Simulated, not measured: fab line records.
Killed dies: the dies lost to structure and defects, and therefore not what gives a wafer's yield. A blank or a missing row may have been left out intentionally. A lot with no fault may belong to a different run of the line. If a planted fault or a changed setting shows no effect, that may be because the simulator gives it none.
Lot-split experiment -- flow n5Finfet -- route with 1938 steps; 7 lots, 21 wafers read

== SPLIT DETAILS ==
At N5_BEOL_M8_HM_DEP_02 (deposits TiN, target thk 20 nm), the setting targetThkA was moved away from the recipe's 200 angstrom on 5 of the 21 wafers read, by -13.0% to +8.3%. The other wafers ran this setting at the recipe's value.

== FROM THE SPLIT TO THE READING: what the file shows between them, 4 steps ==
- N5_BEOL_M8_COAT_59: time 60 s, resist thk 100 nm
- N5_BEOL_M8_COAT_60: time 60 s, resist thk 35 nm
- N5_BEOL_M8_STRIP_68: strips in N2/H2
- N5_BEOL_M8_STRIP_67: strips in CF4

== THE READING ==
etch.depthNm (the simulator's own value, which no gauge read), in nm, at N5_BEOL_M8_HM_OPEN_17 (chemistry Cl2/BCl3, target TiN, target depth 20 nm, overetch 6 nm). The file does not state a usual value for it. Average 20.13 nm, standard deviation 0.29 nm, over the 16 wafers here run with the recipe.

wafer,"tool, chamber at the split","targetThkA as run, angstrom",against the recipe,"etch.depthNm, nm",against lot-mates on the recipe
L081.1,"pvdSputter-02, -",216.7,+8.3%,21.27,+1.27
L081.3,"pvdSputter-02, -",200,recipe,19.81,-
L081.6,"pvdSputter-02, -",200,recipe,20.2,-
L086.2,"pvdSputter-03, -",200,recipe,20.11,-
L086.5,"pvdSputter-03, -",200,recipe,20.02,-
L086.6,"pvdSputter-03, -",200,recipe,20.06,-
L087.3,"pvdSputter-01, -",200,recipe,19.54,-
L087.4,"pvdSputter-01, -",184.6,-7.7%,17.86,-1.65
L087.5,"pvdSputter-01, -",200,recipe,19.48,-
L093.1,"pvdSputter-01, -",200,recipe,20.23,-
L093.3,"pvdSputter-01, -",173.9,-13.0%,17.84,-2.53
L093.4,"pvdSputter-01, -",200,recipe,20.5,-
L094.2,"pvdSputter-03, -",181.7,-9.2%,18.21,-1.99
L094.3,"pvdSputter-03, -",200,recipe,20.28,-
L094.4,"pvdSputter-03, -",200,recipe,20.12,-
L095.1,"pvdSputter-03, -",176.5,-11.8%,17.75,-2.48
L095.3,"pvdSputter-03, -",200,recipe,20.34,-
L095.4,"pvdSputter-03, -",200,recipe,20.11,-
L097.1,"pvdSputter-03, -",200,recipe,20.4,-
L097.2,"pvdSputter-03, -",200,recipe,20.4,-
L097.4,"pvdSputter-03, -",200,recipe,20.44,-

FIT RESULTS
A straight line over all 21 wafers: etch.depthNm changes by +0.192 nm for each +1% of targetThkA; r = +0.94; the points scatter about the line by 0.34 nm.
The same after taking each lot's own level away (the mean of its wafers on the recipe; 21 wafers): +0.196 nm for each +1%; r = +0.99; scatter 0.14 nm.
The reading moves by 2.6 nm for the largest change in targetThkA, on that fit.
The lots' own levels span 19.510 to 20.413 nm, that is 3.1 times the standard deviation above.
The two slopes agree, so the slope changes little with the lot-to-lot level.
Check: -2.63 nm against its lot-mates is what the line predicts for one of the wafers moved furthest among these (-13.0%) when that wafer is left out of the fit. It came out at -2.53 nm against them.

== THE WHOLE CHAIN: every reading that the file lists as answering this split, in the file's order ==
step,what it does,reading,change (the file's fit),r (the file's)
N5_BEOL_M8_HM_DEP_02,"deposits TiN, target thk 20 nm","TiN_of_BEOL_M8_HM_DEP_02.thkNm (the simulator's own value, which no gauge read)",+0.201 nm for each +1% of the setting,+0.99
N5_BEOL_M8_HM_OPEN_17,"chemistry Cl2/BCl3, target TiN, target depth 20 nm, overetch 6 nm","etch.depthNm (the simulator's own value, which no gauge read)",+0.198 nm for each +1% of the setting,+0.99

== FILE'S OWN FIT ==
etch.depthNm changes by +0.198 nm for each +1% of targetThkA, r = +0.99.
